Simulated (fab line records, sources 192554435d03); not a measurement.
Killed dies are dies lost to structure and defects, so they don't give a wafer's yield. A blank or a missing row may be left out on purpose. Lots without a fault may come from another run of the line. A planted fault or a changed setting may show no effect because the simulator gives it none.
A struck lot beside a sound one | flow n5_finfet | 37 steps out of a route of 1938
Sound: wafers L190.1, L190.2, L190.5. Struck: wafers L181.2, L181.3, L181.4. The cause comes at the end.
At each step with rows: each side's tool, then ch and its chambers, then its first start. Under that, the readings that differ: sound wafers | struck wafers | difference of the means | sigmas: that difference in standard deviations of wafers without a fault.
alike: readings whose means differ by less than 2 such deviations, and words and numbers that are the same on both sides. not compared: withheld readings, readings that some wafer has no value for, bounds like >300 that may hide the same value, and numbers for which the record gives no deviation and whose values overlap.
The two part at a step that has a row with sigmas, a row that says differs or no value, or rows on one side only. Numbers that don't overlap but have no deviation are shown without sigmas and don't part them. A reading that every wafer of one side lacks parts them only if that side has two wafers or more.

first, 9 steps without rows for these wafers: N5_BEOL_M4_ANNEAL_95 (time 240 s); N5_BEOL_M4_SPUTTER_96 (material Cu, target thk 4.5 nm, time 8.29 s); N5_BEOL_M4_ECD_50 (material Cu, target thk 300 nm); N5_BEOL_M4_ANNEAL_51 (time 90 s); N5_BEOL_M4_CMP_52 (polishes, stops on SiOC, t overpolish 6.8 s, target thk 40 nm); N5_BEOL_M4_PRE_CLEAN_60 (time 15 s); N5_BEOL_M4_CO_CAP_55 (material Co, precursor CCTBA/H2, target thk 2 nm, time 102.1 s); N5_BEOL_M4_PRE_CLEAN_56 (time 15 s); N5_BEOL_M4_DEP_57 (deposits SiCN from 3MS/NH3, target thk 8 nm, time 14 s).
N5_BEOL_M4_RC_MEAS_101:
  sound on prober-02 ch 0, day 13 04:56; struck on prober-01 ch 0, day 10 08:47
  alike: DIBL_N, DIBL_P, IOFF_N, IOFF_P, ION_N, ION_P, SS_N, SS_P, VT_N, VT_P
then, 24 steps without rows for these wafers: N5_BEOL_M5_ILD_DEP_00 (deposits SiCOH lowk from DEMS/porogen, target thk 140.64 nm, time 25.9 s); N5_BEOL_M5_CURE_79 (cures SiCOH lowk, time 240 s); N5_BEOL_M5_PECVD_70 (deposits SiO2 from TEOS/O2, target thk 16 nm, time 18 s); N5_BEOL_M5_HM_DEP_02 (deposits TiN, target thk 20 nm); N5_BEOL_M5_COAT_59 (time 60 s, resist thk 60 nm); N5_BEOL_M5_COAT_60 (time 60 s, resist thk 12 nm); N5_BEOL_M5_COAT_71 (time 60 s, resist thk 5 nm); N5_BEOL_M5_COAT_05 (resist thk 30 nm); N5_BEOL_M5_EBR_07; N5_BEOL_M5_SOFTBAKE_06 (time 60 s); N5_BEOL_M5_EXPOSE_08 (exposes mask M5, target cd 28 nm); N5_BEOL_M5_PEB_09 (peb time 60 s); N5_BEOL_M5_DEVELOP_10 (develop time 30 s); N5_BEOL_M5_DESCUM_16 (chemistry O2, time 7 s); N5_BEOL_M5_ETCH_72 (etches underlayer in N2/H2, target depth 6.5 nm, time 5.2 s); N5_BEOL_M5_ETCH_61 (etches SiARC in CF4, target depth 15.6 nm, time 26 s); N5_BEOL_M5_ETCH_62 (etches SOC in N2/H2, target depth 75 nm, overetch 15 nm, time 112.5 s); N5_BEOL_M5_STRIP_63 (strips in N2/H2); N5_BEOL_M5_STRIP_73 (strips in N2/H2); N5_BEOL_M5_STRIP_64 (strips in CF4); N5_BEOL_M5_HM_OPEN_17 (chemistry Cl2/BCl3, target TiN, target depth 20 nm, overetch 6 nm); N5_BEOL_M5_STRIP_19 (strips in O2); N5_BEOL_M5_COAT_65 (time 60 s, resist thk 60 nm); N5_BEOL_M5_COAT_66 (time 60 s, resist thk 12 nm).
-- the record jumps here: 2 days lie between the struck wafers' starts before and after (it left off in module BEOL_M5 and takes up again in module BEOL_M10, whose first step shown is number 1528 of the route) --
N5_BEOL_M10_ECD_50: material Cu, target thk 318 nm.
  sound on ecd_cu-01 ch 0,1, day 15 17:55; struck on ecd_cu-02 ch 0,1, day 12 10:11
N5_BEOL_M10_CMP_52: polishes, stops on SiCOH lowk, t overpolish 7 s, target thk 140 nm.
  sound on cmp-01 ch 0,1,2, day 15 18:20; struck on cmp-01 ch 1,2,3, day 12 11:01
  reading                | sound             | struck            | difference | sigmas
  platen_rpm (rpm)       | 49.97 50.03 49.96 | 50.13 49.99 50.04 | +0.07      | +2
  time_to_endpoint_s (s) | 63 63 56          | 0 3 3             | -59        | -16
  alike: clearing_platen_rpm, head_pressure_psi, motor_current_A
-- the record jumps here: 2 days lie between the struck wafers' starts before and after (it left off in module BEOL_M10 and takes up again in module PASSIVATION, whose first step shown is number 1936 of the route) --
N5_PASSIVATION_PROBE_49:
  the record has rows for the struck wafers here (prober-02, day 14 11:50) and none for the sound ones

WHERE THEY PART
First at N5_BEOL_M10_CMP_52; last, within this record, at N5_PASSIVATION_PROBE_49.

WHY: what the simulator had put in
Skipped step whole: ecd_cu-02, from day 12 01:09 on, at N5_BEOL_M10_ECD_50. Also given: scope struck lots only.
